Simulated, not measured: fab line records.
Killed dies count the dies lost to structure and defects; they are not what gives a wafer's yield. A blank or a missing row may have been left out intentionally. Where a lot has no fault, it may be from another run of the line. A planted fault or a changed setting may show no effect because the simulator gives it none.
Matching of chambers | flow n5Finfet | cvdCo-01 running N5_BEOL_M1_CO_CAP_55: 3 sister chambers
The step material Co, precursor CCTBA/H2, target thk 2 nm, time 102.1 s. 30 wafers are shown with their chamber, then 12 later ones without.

## WAFERS, EACH WITH ITS CHAMBER
wafer  | chamber | heaterPowerW (W)
L075.1 | 1       | 235
L075.2 | 2       | 217
L075.3 | 0       | 249
L075.4 | 1       | 237
L075.5 | 2       | 222
L075.6 | 0       | 245
L077.1 | 0       | 241
L077.3 | 1       | 234
L077.6 | 2       | 216
L084.2 | 0       | 242
L084.5 | 0       | 247
L084.6 | 1       | 237
L085.2 | 1       | 236
L085.3 | 0       | 246
L085.5 | 1       | 233
L086.1 | 0       | 246
L086.2 | 2       | 231
L086.3 | 1       | 240
L086.4 | 0       | 254
L086.5 | 1       | 234
L086.6 | 2       | 226
L087.3 | 2       | 220
L087.4 | 0       | 249
L087.5 | 2       | 230
L088.1 | 0       | 249
L088.2 | 1       | 241
L088.3 | 2       | 223
L089.1 | 2       | 216
L089.3 | 0       | 246
L089.5 | 0       | 245

SIGNATURES, as means of the wafers listed above
reading      | chamber 0 | chamber 1 | chamber 2 | scatter within a chamber
heaterPowerW | 246.58    | 236.33    | 222.33    | 4.1
Rule: distance of a wafer from a chamber = root of the sum over the readings of ((wafer's reading minus chamber's mean) / reading's scatter) squared. If the next closest chamber is less than 2 further off than the closest, the wafer can't be placed; otherwise it belongs to the closest. How the scatter is found: for the shown wafers, subtract from each reading the mean of its chamber, square and add these, divide the total by (wafers less chambers), then take the root.

## WAFERS WITH NO CHAMBER GIVEN
wafer  | heaterPowerW (W)
L092.2 | 227
L092.4 | 246
L092.6 | 237
L093.2 | 245
L093.3 | 223
L093.6 | 225
L094.1 | 246
L094.2 | 234
L094.4 | 219
L095.4 | 228
L095.5 | 232
L095.6 | 253

## WHICH CHAMBER EACH WENT THROUGH
wafer  | from the rows above     | in truth
L092.2 | can't be placed: 2 or 1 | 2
L092.4 | 0                       | 0
L092.6 | 1                       | 1
L093.2 | can't be placed: 0 or 1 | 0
L093.3 | 2                       | 2
L093.6 | 2                       | 2
L094.1 | 0                       | 0
L094.2 | 1                       | 1
L094.4 | 2                       | 2
L095.4 | can't be placed: 2 or 1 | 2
L095.5 | can't be placed: 1 or 2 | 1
L095.6 | 0                       | 0
Placed correctly: 8 of 12. Can't be placed from these rows: 4 (the true chamber is among the candidates in 4). Wrongly placed: 0.
